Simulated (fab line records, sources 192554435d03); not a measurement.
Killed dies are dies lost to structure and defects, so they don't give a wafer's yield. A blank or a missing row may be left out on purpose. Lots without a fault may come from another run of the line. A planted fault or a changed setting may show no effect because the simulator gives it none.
A struck lot beside a sound one | flow n5_finfet | 26 steps out of a route of 1938
Sound: wafers L728.2, L728.4, L728.6. Struck: wafer L737.4. (L737.5, L737.6 of the same lot were not struck and are left out.) The cause comes at the end.
At each step with rows: each side's tool, then ch and its chambers, then its first start. Under that, the readings that differ: sound wafers | struck wafers | difference of the means | sigmas: that difference in standard deviations of wafers without a fault.
alike: readings whose means differ by less than 2 such deviations, and words and numbers that are the same on both sides. not compared: withheld readings, readings that some wafer has no value for, bounds like >300 that may hide the same value, and numbers for which the record gives no deviation and whose values overlap.
The two part at a step that has a row with sigmas, a row that says differs or no value, or rows on one side only. Numbers that don't overlap but have no deviation are shown without sigmas and don't part them. A reading that every wafer of one side lacks parts them only if that side has two wafers or more.

first, 4 steps without rows for these wafers: N5_WELL_APT_OXIDE_STRIP_42 (strips SiO2 in dHF, time 45 s, target depth 12 nm); N5_WELL_APT_PRECLEAN_36 (cleans in O3/DIW, time 45 s); N5_WELL_APT_PRECLEAN_39 (cleans in dHF, time 60 s); N5_WELL_APT_SRD_37 (time 30 s).
N5_WELL_APT_EPI_41: deposits Si from SiH4/H2, target thk 50 nm, time 297.7 s.
  sound on epi_rpcvd-03 ch 0, day 2 16:49; struck on epi_rpcvd-04 ch 0, day 4 22:34
  reading                | sound             | struck | difference | sigmas
  throttle_valve_pct (%) | 11.89 11.92 11.86 | 11.26  | -0.63      | -2
  alike: chamber_pressure_Torr
N5_WELL_APT_INSPECT_38: inspects for defects (darkfield).
  sound on defect_inspect-02, day 2 17:21; struck on defect_inspect-01, day 4 22:54
  alike: raw_defect_count
N5_PMOS_HMC_CHANNEL_EPI_HM_DEP_34: deposits SiO2 from TEOS/O2, target thk 36 nm, time 6.9 s.
  sound on pecvd-04 ch 1, day 2 17:23; struck on pecvd-04 ch 2, day 4 22:57
  reading                | sound          | struck | difference | sigmas
  throttle_valve_pct (%) | 19.9 19.9 19.8 | 16.8   | -3.1       | -3
  alike: chamber_pressure_Torr, heater_power_outer_w, heater_power_w, showerhead_plenum_p_Torr
then, 5 steps without rows for these wafers: N5_PMOS_HMC_CHANNEL_EPI_COAT_31 (time 60 s, resist thk 66 nm); N5_PMOS_HMC_CHANNEL_EPI_COAT_03 (resist thk 205 nm); N5_PMOS_HMC_CHANNEL_EPI_EBR_05; N5_PMOS_HMC_CHANNEL_EPI_SOFTBAKE_04 (time 60 s); N5_PMOS_HMC_CHANNEL_EPI_EXPOSE_06 (exposes mask PMOS HMC BLK, target cd 240 nm).
N5_PMOS_HMC_CHANNEL_EPI_PEB_07: peb time 60 s.
  sound on litho_track-01 ch 0, day 2 17:44; struck on litho_track-05 ch 0, day 4 23:17
  alike: chill_plate_temp_C
then, 1 step without rows for these wafers: N5_PMOS_HMC_CHANNEL_EPI_DEVELOP_08 (develop time 30 s).
N5_PMOS_HMC_CHANNEL_EPI_CD_MEAS_09: target cd 237.4 nm.
  sound on cd_sem-01 ch 0, day 2 17:49; struck on cd_sem-03 ch 0, day 4 23:20
  reading    | sound             | struck | difference | sigmas
  cd_nm (nm) | 236.7 236.3 235.8 | 248.0  | +11.7      | +13
N5_PMOS_HMC_CHANNEL_EPI_OVL_MEAS_10:
  sound on overlay-02 ch 0, day 2 17:50; struck on overlay-02 ch 0, day 4 23:22
  alike: PMOS_HMC_BLK_OVL
N5_PMOS_HMC_CHANNEL_EPI_INSPECT_11: inspects for defects (macro).
  sound on defect_inspect-02, day 2 17:52; struck on defect_inspect-01, day 4 23:23
  reading          | sound | struck | difference | sigmas
  raw_defect_count | 3 4 4 | 0      | -4         | -2
N5_PMOS_HMC_CHANNEL_EPI_DESCUM_14: chemistry O2, time 7.9 s.
  sound on rie_diel-02 ch 1,2,3, day 2 17:54; struck on rie_diel-06 ch 3, day 4 23:26
  reading                               | sound             | struck | difference | sigmas
  oes_product_au (a.u.)                 | 0.70 0.71 0.73    | 0.91   | +0.20      | +2
  throttle_valve_pct (%)                | 20.59 20.73 20.37 | 20.14  | -0.42      | -2
  model.PMOS_HMC_CHANNEL_EPI.cd_nm (nm) | 236.7 236.6 235.9 | 248.2  | +11.8      |
  alike: drypump_motor_current_A, rf_vpp_V, showerhead_plenum_p_Torr, temp_c
  not compared: rf_hours_counter_h
N5_PMOS_HMC_CHANNEL_EPI_ETCH_32: etches BARC in N2/H2, stops on SiO2, target depth 85.8 nm, time 50.3 s.
  sound on rie_diel-02 ch 1,2,3, day 2 17:56; struck on rie_diel-06 ch 3, day 4 23:28
  reading                | sound             | struck | difference | sigmas
  oes_product_au (a.u.)  | 0.60 0.60 0.62    | 0.77   | +0.16      | +2
  throttle_valve_pct (%) | 18.00 18.09 17.94 | 17.54  | -0.47      | -2
  alike: drypump_motor_current_A, rf_vpp_V, showerhead_plenum_p_Torr
  not compared: rf_hours_counter_h
N5_PMOS_HMC_CHANNEL_EPI_HM_OPEN_15: chemistry CHF3/O2, target SiO2, target depth 40.6 nm, time 20.3 s.
  sound on rie_diel-02 ch 1,2,3, day 2 17:58; struck on rie_diel-06 ch 3, day 4 23:30
  reading                | sound             | struck | difference | sigmas
  oes_product_au (a.u.)  | 0.69 0.71 0.73    | 0.92   | +0.21      | +2
  throttle_valve_pct (%) | 19.15 19.13 18.85 | 18.58  | -0.46      | -2
  alike: drypump_motor_current_A, rf_vpp_V, showerhead_plenum_p_Torr
  not compared: rf_hours_counter_h
N5_PMOS_HMC_CHANNEL_EPI_STRIP_33: strips in N2/H2.
  sound on rie_diel-02 ch 1,2,3, day 2 18:02; struck on rie_diel-06 ch 3, day 4 23:34
  reading               | sound             | struck | difference | sigmas
  oes_product_au (a.u.) | 0.68 0.71 0.73    | 0.91   | +0.20      | +2
  temp_c (C)            | 39.83 40.05 39.74 | 40.10  | +0.23      | +2
  alike: drypump_motor_current_A, rf_vpp_V, showerhead_plenum_p_Torr, throttle_valve_pct
  not compared: rf_hours_counter_h
then, 2 steps without rows for these wafers: N5_PMOS_HMC_CHANNEL_EPI_STRIP_17 (strips in SPM, time 750 s); N5_PMOS_HMC_CHANNEL_EPI_ETCH_38 (etches SiO2 in CF4, target depth 1.5 nm).
N5_PMOS_HMC_CHANNEL_EPI_FIN_RECESS_16: chemistry HBr/Cl2, target Si, target depth 54 nm, time 18 s.
  sound on rie_si-04 ch 0,1,2, day 2 18:22; struck on rie_si-03 ch 0, day 4 23:53
  reading                               | sound             | struck | difference | sigmas
  model.PMOS_HMC_CHANNEL_EPI.cd_nm (nm) | 239.1 238.7 238.2 | 250.9  | +12.2      |
  alike: drypump_motor_current_A, oes_product_au, throttle_valve_pct
  not compared: rf_hours_counter_h
then, 1 step without rows for these wafers: N5_PMOS_HMC_CHANNEL_EPI_PRECLEAN_36 (cleans in O3/DIW, time 45 s).
N5_PASSIVATION_PROBE_49:
  the record has rows for the sound wafers here (prober-01, day 13 06:16) and none for the struck ones

WHERE THEY PART
First at N5_WELL_APT_EPI_41; last, within this record, at N5_PASSIVATION_PROBE_49.

WHY: what the simulator had put in
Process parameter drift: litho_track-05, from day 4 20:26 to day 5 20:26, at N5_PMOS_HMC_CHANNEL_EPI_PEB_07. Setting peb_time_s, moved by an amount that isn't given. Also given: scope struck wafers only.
